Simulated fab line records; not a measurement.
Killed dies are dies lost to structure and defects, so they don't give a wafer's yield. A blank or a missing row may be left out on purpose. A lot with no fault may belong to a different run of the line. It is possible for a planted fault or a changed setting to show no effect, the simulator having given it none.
Which tool was responsible? || flow n5 finfet || 12 lots with 36 wafers sampled at 4 steps, on a route of 1938 steps

## WHAT EACH GAUGE READ, for each wafer
N5_MIM_TOP_LITHO_OVL_MEAS_11. Usual: MIM_TOP_OVL typically reads 0 nm, with standard deviation 5.3.
{"lot": "L272", "measured": "day 14 18:23", "on": "overlay-02", "MIM_TOP_OVL (nm)": "-4 -6 3", "flag": ""}
{"lot": "L275", "measured": "day 15 15:55", "on": "overlay-02", "MIM_TOP_OVL (nm)": "1 4 -6", "flag": ""}
{"lot": "L278", "measured": "day 16 04:49", "on": "overlay-02", "MIM_TOP_OVL (nm)": "4 8 10", "flag": ""}
{"lot": "L279", "measured": "day 16 16:34", "on": "overlay-02", "MIM_TOP_OVL (nm)": "3 -4 -1", "flag": ""}
{"lot": "L280", "measured": "day 16 09:50", "on": "overlay-02", "MIM_TOP_OVL (nm)": "7 9 10", "flag": ""}
{"lot": "L289", "measured": "day 17 13:14", "on": "overlay-01", "MIM_TOP_OVL (nm)": "-6 -6 -5", "flag": ""}
{"lot": "L286", "measured": "day 18 02:13", "on": "overlay-01", "MIM_TOP_OVL (nm)": "-4 -5 -4", "flag": ""}
{"lot": "L287", "measured": "day 18 04:14", "on": "overlay-02", "MIM_TOP_OVL (nm)": "-6 -1 -5", "flag": ""}
{"lot": "L276", "measured": "day 19 20:02", "on": "overlay-02", "MIM_TOP_OVL (nm)": "0 4 9", "flag": ""}
{"lot": "L293", "measured": "day 19 19:59", "on": "overlay-01", "MIM_TOP_OVL (nm)": "-2 -7 -10", "flag": ""}
{"lot": "L292", "measured": "day 20 15:25", "on": "overlay-02", "MIM_TOP_OVL (nm)": "-2 1 0", "flag": ""}
{"lot": "L291", "measured": "day 20 11:16", "on": "overlay-02", "MIM_TOP_OVL (nm)": "-1 8 1", "flag": ""}

N5_PASSIVATION_OVL_MEAS_60. Usual: TV_OVL typically reads 1 nm, with standard deviation 4.6.
{"lot": "L272", "measured": "day 14 22:57", "on": "overlay-02", "TV_OVL (nm)": "3 5 -1", "flag": ""}
{"lot": "L275", "measured": "day 15 20:40", "on": "overlay-01", "TV_OVL (nm)": "3 1 2", "flag": ""}
{"lot": "L278", "measured": "day 16 09:49", "on": "overlay-01", "TV_OVL (nm)": "11 5 7", "flag": ""}
{"lot": "L279", "measured": "day 16 20:02", "on": "overlay-02", "TV_OVL (nm)": "-2 -2 0", "flag": ""}
{"lot": "L280", "measured": "day 16 12:57", "on": "overlay-01", "TV_OVL (nm)": "3 2 5", "flag": ""}
{"lot": "L289", "measured": "day 17 16:21", "on": "overlay-01", "TV_OVL (nm)": "-2 -2 6", "flag": ""}
{"lot": "L286", "measured": "day 18 10:07", "on": "overlay-01", "TV_OVL (nm)": "-3 -2 8", "flag": ""}
{"lot": "L287", "measured": "day 18 10:16", "on": "overlay-01", "TV_OVL (nm)": "7 2 15", "flag": ""}
{"lot": "L276", "measured": "day 20 02:12", "on": "overlay-02", "TV_OVL (nm)": "4 0 1", "flag": ""}
{"lot": "L293", "measured": "day 19 22:49", "on": "overlay-01", "TV_OVL (nm)": "1 3 -1", "flag": ""}
{"lot": "L292", "measured": "day 20 19:36", "on": "overlay-01", "TV_OVL (nm)": "0 3 4", "flag": ""}
{"lot": "L291", "measured": "day 20 14:26", "on": "overlay-01", "TV_OVL (nm)": "2 -11 -7", "flag": ""}

## WHICH TOOL RAN EACH LOT (tool, then ch and the chambers of the sampled wafers, then the start)
{"lot": "L272", "N5_BEOL_M4_SPUTTER_94": "pvd sputter-01, day 11 02:41", "N5_MIM_BOT_ETCH_ETCH_04": "rie diel-04 ch 0,2,3, day 14 19:23"}
{"lot": "L275", "N5_BEOL_M4_SPUTTER_94": "pvd sputter-03, day 11 17:11", "N5_MIM_BOT_ETCH_ETCH_04": "rie diel-05 ch 0,1, day 15 16:48"}
{"lot": "L278", "N5_BEOL_M4_SPUTTER_94": "pvd sputter-03, day 12 03:32", "N5_MIM_BOT_ETCH_ETCH_04": "rie diel-02 ch 0,1,3, day 16 05:48"}
{"lot": "L279", "N5_BEOL_M4_SPUTTER_94": "pvd sputter-03, day 12 09:47", "N5_MIM_BOT_ETCH_ETCH_04": "rie diel-02 ch 0,1,3, day 16 17:47"}
{"lot": "L280", "N5_BEOL_M4_SPUTTER_94": "pvd sputter-01, day 12 10:39", "N5_MIM_BOT_ETCH_ETCH_04": "rie diel-04 ch 0,3, day 16 10:43"}
{"lot": "L289", "N5_BEOL_M4_SPUTTER_94": "pvd sputter-02, day 13 06:33", "N5_MIM_BOT_ETCH_ETCH_04": "rie diel-05 ch 0,1,2, day 17 14:16"}
{"lot": "L286", "N5_BEOL_M4_SPUTTER_94": "pvd sputter-02, day 13 22:26", "N5_MIM_BOT_ETCH_ETCH_04": "rie diel-02 ch 0,3, day 18 03:10"}
{"lot": "L287", "N5_BEOL_M4_SPUTTER_94": "pvd sputter-02, day 14 05:58", "N5_MIM_BOT_ETCH_ETCH_04": "rie diel-04 ch 0,3, day 18 05:07"}
{"lot": "L276", "N5_BEOL_M4_SPUTTER_94": "pvd sputter-02, day 15 09:58", "N5_MIM_BOT_ETCH_ETCH_04": "rie diel-02 ch 1,3, day 19 21:23"}
{"lot": "L293", "N5_BEOL_M4_SPUTTER_94": "pvd sputter-01, day 15 21:06", "N5_MIM_BOT_ETCH_ETCH_04": "rie diel-02 ch 0,2, day 19 21:13"}
{"lot": "L292", "N5_BEOL_M4_SPUTTER_94": "pvd sputter-01, day 16 02:44", "N5_MIM_BOT_ETCH_ETCH_04": "rie diel-02 ch 1,2,3, day 20 16:32"}
{"lot": "L291", "N5_BEOL_M4_SPUTTER_94": "pvd sputter-02, day 16 08:07", "N5_MIM_BOT_ETCH_ETCH_04": "rie diel-05 ch 1,2,3, day 20 12:36"}
- N5_BEOL_M4_SPUTTER_94: material Cu, target thk 4.5 nm, time 8.29 s.
- N5_MIM_BOT_ETCH_ETCH_04: etches SiNx in CF4/O2, target depth 26 nm, time 13 s.

## WHAT THE TOOLS THEMSELVES READ (means of the sampled wafers that have a number; where no wafer has one, the mark that the record gives instead)
N5_BEOL_M4_SPUTTER_94. Usual: chamber pressure pa 0.07003 Pa, standard deviation 0.00014; throttle valve pct 29.9 %, standard deviation 1.1.
{"lot": "L272", "tool": "pvd sputter-01", "chamber pressure pa (Pa)": 0.07012, "throttle valve pct (%)": 30.0, "flag": ""}
{"lot": "L275", "tool": "pvd sputter-03", "chamber pressure pa (Pa)": 0.07000, "throttle valve pct (%)": 29.8, "flag": ""}
{"lot": "L278", "tool": "pvd sputter-03", "chamber pressure pa (Pa)": 0.07021, "throttle valve pct (%)": 30.2, "flag": ""}
{"lot": "L279", "tool": "pvd sputter-03", "chamber pressure pa (Pa)": 0.07002, "throttle valve pct (%)": 30.4, "flag": ""}
{"lot": "L280", "tool": "pvd sputter-01", "chamber pressure pa (Pa)": 0.06995, "throttle valve pct (%)": 29.4, "flag": ""}
{"lot": "L289", "tool": "pvd sputter-02", "chamber pressure pa (Pa)": 0.07006, "throttle valve pct (%)": 29.2, "flag": ""}
{"lot": "L286", "tool": "pvd sputter-02", "chamber pressure pa (Pa)": 0.06993, "throttle valve pct (%)": 30.2, "flag": ""}
{"lot": "L287", "tool": "pvd sputter-02", "chamber pressure pa (Pa)": 0.06992, "throttle valve pct (%)": 29.3, "flag": ""}
{"lot": "L276", "tool": "pvd sputter-02", "chamber pressure pa (Pa)": 0.07000, "throttle valve pct (%)": 30.1, "flag": ""}
{"lot": "L293", "tool": "pvd sputter-01", "chamber pressure pa (Pa)": 0.07007, "throttle valve pct (%)": 30.0, "flag": ""}
{"lot": "L292", "tool": "pvd sputter-01", "chamber pressure pa (Pa)": 0.06994, "throttle valve pct (%)": 29.3, "flag": ""}
{"lot": "L291", "tool": "pvd sputter-02", "chamber pressure pa (Pa)": 0.07003, "throttle valve pct (%)": 29.3, "flag": ""}

N5_MIM_BOT_ETCH_ETCH_04. Usual: drypump motor current A 5.8 A, standard deviation 0.44; oes product au 0.82 a.u., standard deviation 0.1; rf vpp V 241.5 V, standard deviation 2; showerhead plenum p Torr 2.20 Torr, standard deviation 0.04; throttle valve pct 15.90 %, standard deviation 0.23.
{"lot": "L272", "tool": "rie diel-04", "drypump motor current A (A)": 5.9, "oes product au (a.u.)": 0.84, "rf vpp V (V)": 240.0, "showerhead plenum p Torr (Torr)": 2.20, "throttle valve pct (%)": 15.84, "flag": ""}
{"lot": "L275", "tool": "rie diel-05", "drypump motor current A (A)": 6.2, "oes product au (a.u.)": 0.76, "rf vpp V (V)": 241.5, "showerhead plenum p Torr (Torr)": 2.16, "throttle valve pct (%)": 15.93, "flag": ""}
{"lot": "L278", "tool": "rie diel-02", "drypump motor current A (A)": 5.9, "oes product au (a.u.)": 0.79, "rf vpp V (V)": 243.1, "showerhead plenum p Torr (Torr)": 2.21, "throttle valve pct (%)": 16.02, "flag": ""}
{"lot": "L279", "tool": "rie diel-02", "drypump motor current A (A)": 5.9, "oes product au (a.u.)": 0.77, "rf vpp V (V)": 242.7, "showerhead plenum p Torr (Torr)": 2.21, "throttle valve pct (%)": 16.03, "flag": ""}
{"lot": "L280", "tool": "rie diel-04", "drypump motor current A (A)": 5.8, "oes product au (a.u.)": 0.87, "rf vpp V (V)": 239.9, "showerhead plenum p Torr (Torr)": 2.19, "throttle valve pct (%)": 15.70, "flag": ""}
{"lot": "L289", "tool": "rie diel-05", "drypump motor current A (A)": 6.0, "oes product au (a.u.)": 0.80, "rf vpp V (V)": 240.6, "showerhead plenum p Torr (Torr)": 2.16, "throttle valve pct (%)": 15.85, "flag": ""}
{"lot": "L286", "tool": "rie diel-02", "drypump motor current A (A)": 6.1, "oes product au (a.u.)": 0.78, "rf vpp V (V)": 241.9, "showerhead plenum p Torr (Torr)": 2.21, "throttle valve pct (%)": 15.97, "flag": ""}
{"lot": "L287", "tool": "rie diel-04", "drypump motor current A (A)": 5.8, "oes product au (a.u.)": 0.85, "rf vpp V (V)": 239.1, "showerhead plenum p Torr (Torr)": 2.18, "throttle valve pct (%)": 15.73, "flag": ""}
{"lot": "L276", "tool": "rie diel-02", "drypump motor current A (A)": 5.7, "oes product au (a.u.)": 0.90, "rf vpp V (V)": 242.6, "showerhead plenum p Torr (Torr)": 2.19, "throttle valve pct (%)": 15.82, "flag": ""}
{"lot": "L293", "tool": "rie diel-02", "drypump motor current A (A)": 5.3, "oes product au (a.u.)": 0.90, "rf vpp V (V)": 242.5, "showerhead plenum p Torr (Torr)": 2.18, "throttle valve pct (%)": 15.98, "flag": ""}
{"lot": "L292", "tool": "rie diel-02", "drypump motor current A (A)": 5.5, "oes product au (a.u.)": 0.91, "rf vpp V (V)": 243.2, "showerhead plenum p Torr (Torr)": 2.19, "throttle valve pct (%)": 15.86, "flag": ""}
{"lot": "L291", "tool": "rie diel-05", "drypump motor current A (A)": 5.8, "oes product au (a.u.)": 0.84, "rf vpp V (V)": 240.5, "showerhead plenum p Torr (Torr)": 2.18, "throttle valve pct (%)": 15.73, "flag": ""}

## THE ANSWER, worked out from the rows above alone
Rule: a lot is off if the mean of its wafers that have a number lies more than 3 standard deviations from the usual mean. A lot without any number at a reading at which 4 lots or more have one is off too. Any other lot the step has rows for is counted as sound. First the gauges in route order, then the tools' own readings, where a lot's mean is used as printed above. At the first step where some lot is off, the reading lying furthest off is the one used; lots without a number count as furthest.
No lot is off on any of the readings shown, so nothing can be concluded from this.

## WHAT HAD BEEN PUT IN BY THE SIMULATOR
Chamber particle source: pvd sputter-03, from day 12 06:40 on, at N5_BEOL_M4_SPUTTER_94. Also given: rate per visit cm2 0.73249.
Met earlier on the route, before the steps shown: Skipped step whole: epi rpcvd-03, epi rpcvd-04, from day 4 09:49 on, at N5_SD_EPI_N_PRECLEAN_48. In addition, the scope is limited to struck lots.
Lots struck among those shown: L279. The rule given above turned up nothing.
